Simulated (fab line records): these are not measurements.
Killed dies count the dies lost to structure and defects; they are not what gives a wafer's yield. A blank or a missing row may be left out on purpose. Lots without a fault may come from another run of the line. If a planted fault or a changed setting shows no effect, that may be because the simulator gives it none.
A struck lot beside a sound one ; flow n5Finfet ; 38 out of 1938 route steps
Sound: wafers L221.3, L221.5, L221.6. Struck: wafer L229.3 (L229.2, L229.6, from the same lot, were not struck and are left out); the cause is given at the end.
Order at every step that has rows: each side's tool, ch and its chambers, its first start. Under that, the readings that differ: sound wafers ; struck wafers ; difference of the means ; sigmas: that difference in standard deviations of wafers without a fault.
alike: readings with means less than 2 such deviations apart, plus words and numbers identical on both sides. not compared: withheld readings, readings lacking a value on some wafer, bounds such as >300 that could conceal the same value, and numbers that have no deviation in the record and whose values overlap.
The two part at a step that has a row with sigmas, a row that says differs or no value, or rows on one side only. Numbers that don't overlap but have no deviation are shown without sigmas and don't part them. A reading missing from all wafers of one side parts the sides only when that side holds two or more wafers.

first, 8 steps without rows for these wafers: N5_MOL_CONTACT_COAG_PRE_CLEAN_121; N5_MOL_CONTACT_COAG_CVD_140 (deposits W, target thk 66.5 nm, time 215 s); N5_MOL_CONTACT_COAG_PRECLEAN_127 (cleans in DIW, time 57.5 s); N5_MOL_CONTACT_COAG_SRD_128 (dry time 32 s); N5_MOL_CONTACT_COAG_CMP_52 (polishes, stops on SiO2, t overpolish 1.5 s, target thk 66.5 nm); N5_MOL_CONTACT_COAG_ANNEAL_112 (time 1800 s); N5_BEOL_M0_SAQP_PECVD_00 (deposits SiCN from 3MS/NH3, target thk 8 nm, time 14 s); N5_BEOL_M0_SAQP_ILD_DEP_01 (deposits SiOC from DEMS/O2, target thk 45.419 nm, time 8.7 s).
N5_BEOL_M0_SAQP_HM_DEP_02: deposits TiN, target thk 12 nm.
  sound on pvdSputter-03 at day 7 13:25; struck on pvdSputter-03 at day 9 09:23
  alike: chamberPressurePa, throttleValvePct
then, 25 steps without rows for these wafers: N5_BEOL_M0_SAQP_PECVD_03 (deposits SiCN from 3MS/NH3, target thk 12 nm, time 21.1 s); N5_BEOL_M0_SAQP_PECVD_96 (deposits a-Si from SiH4/He, target thk 45 nm, time 45.2 s); N5_BEOL_M0_SAQP_PECVD_97 (deposits SiNx from SiH4/NH3/N2, target thk 23 nm, time 19.9 s); N5_BEOL_M0_SAQP_PECVD_04 (deposits a-Si from SiH4/He, target thk 60 nm, time 60.2 s); N5_BEOL_M0_SAQP_HM_DEP_111 (deposits SiO2 from SiH4/N2O, target thk 12 nm, time 7.2 s); N5_BEOL_M0_SAQP_COAT_81 (time 60 s, resist thk 100 nm); N5_BEOL_M0_SAQP_COAT_82 (time 60 s, resist thk 30 nm); N5_BEOL_M0_SAQP_COAT_08 (resist thk 90 nm); N5_BEOL_M0_SAQP_EBR_10; N5_BEOL_M0_SAQP_SOFTBAKE_09 (time 60 s); N5_BEOL_M0_SAQP_EXPOSE_11 (exposes mask M0 CORE, target cd 42 nm); N5_BEOL_M0_SAQP_PEB_12 (peb time 60 s); N5_BEOL_M0_SAQP_DEVELOP_13 (develop time 30 s); N5_BEOL_M0_SAQP_DESCUM_19 (chemistry O2, time 7.9 s); N5_BEOL_M0_SAQP_ETCH_83 (etches SiARC in CF4, target depth 39 nm, time 65 s); N5_BEOL_M0_SAQP_ETCH_84 (etches SOC in N2/H2, target depth 100 nm, overetch 20 nm, time 150 s); N5_BEOL_M0_SAQP_STRIP_80 (strips in N2/H2); N5_BEOL_M0_SAQP_HM_OPEN_112 (chemistry CHF3/O2, target SiO2, stops on a-Si, target depth 12 nm, time 13.5 s); N5_BEOL_M0_SAQP_STRIP_113 (strips in CHF3/O2); N5_BEOL_M0_SAQP_MANDREL_ETCH_20 (etches a-Si in HBr/Cl2, stops on SiNx, target depth 60 nm, bt time 10 s, time 30 s); N5_BEOL_M0_SAQP_STRIP_86 (strips in N2/H2); N5_BEOL_M0_SAQP_STRIP_115 (strips in post etch residue remover, time 60 s); N5_BEOL_M0_SAQP_SRD_93 (time 30 s); N5_BEOL_M0_SAQP_RECESS_114 (chemistry HF/NH3, target SiO2, target depth 14.4 nm, afs cycles 3, sublimation time 60 s); N5_BEOL_M0_SAQP_SPACER1_ALD_98 (deposits SiO2, target thk 12.8 nm, pulse time 1 s, purge time 2 s).
N5_BEOL_M0_SAQP_INSPECT_42: inspects for defects (brightfield).
  sound on defectInspect-01 at day 7 18:23; struck on defectInspect-02 at day 9 15:43
  alike: rawDefectCount
N5_BEOL_M0_CUTY_INSPECT_59: inspects for defects (macro).
  sound on defectInspect-02 at day 7 19:46; struck on defectInspect-01 at day 9 17:03
reading;sound;struck;difference;sigmas
rawDefectCount;5 4 2;>300;differs;
-- here the record skips 3 days between the struck wafers' starts before and after, leaving off in module BEOL_M0_CUTY and picking up in module BEOL_M4 (first step shown: number 1111 of the route) --
N5_BEOL_M4_RC_MEAS_101:
  sound on prober-01 ch 0, day 10 04:08; struck on prober-01 ch 0, day 12 17:35
reading;sound;struck;difference;sigmas
VT_N (mV);253.0 254.4 252.6;247.4;-5.9;-2
  alike: DIBL_N, DIBL_P, IOFF_N, IOFF_P, ION_N, ION_P, SS_N, SS_P, VT_P
-- record jumps: 5 days separate the struck wafers' starts on either side; left off in module BEOL_M4, taken up again in module PASSIVATION, whose first shown step is the route's number 1936 --
N5_PASSIVATION_PROBE_49:
  record: rows for the struck wafers here (prober-01, day 17 13:36), none for the sound ones

WHERE THEY PART
At N5_BEOL_M0_CUTY_INSPECT_59 first; at N5_PASSIVATION_PROBE_49 last (within this record only).

WHY: the cause the simulator had injected
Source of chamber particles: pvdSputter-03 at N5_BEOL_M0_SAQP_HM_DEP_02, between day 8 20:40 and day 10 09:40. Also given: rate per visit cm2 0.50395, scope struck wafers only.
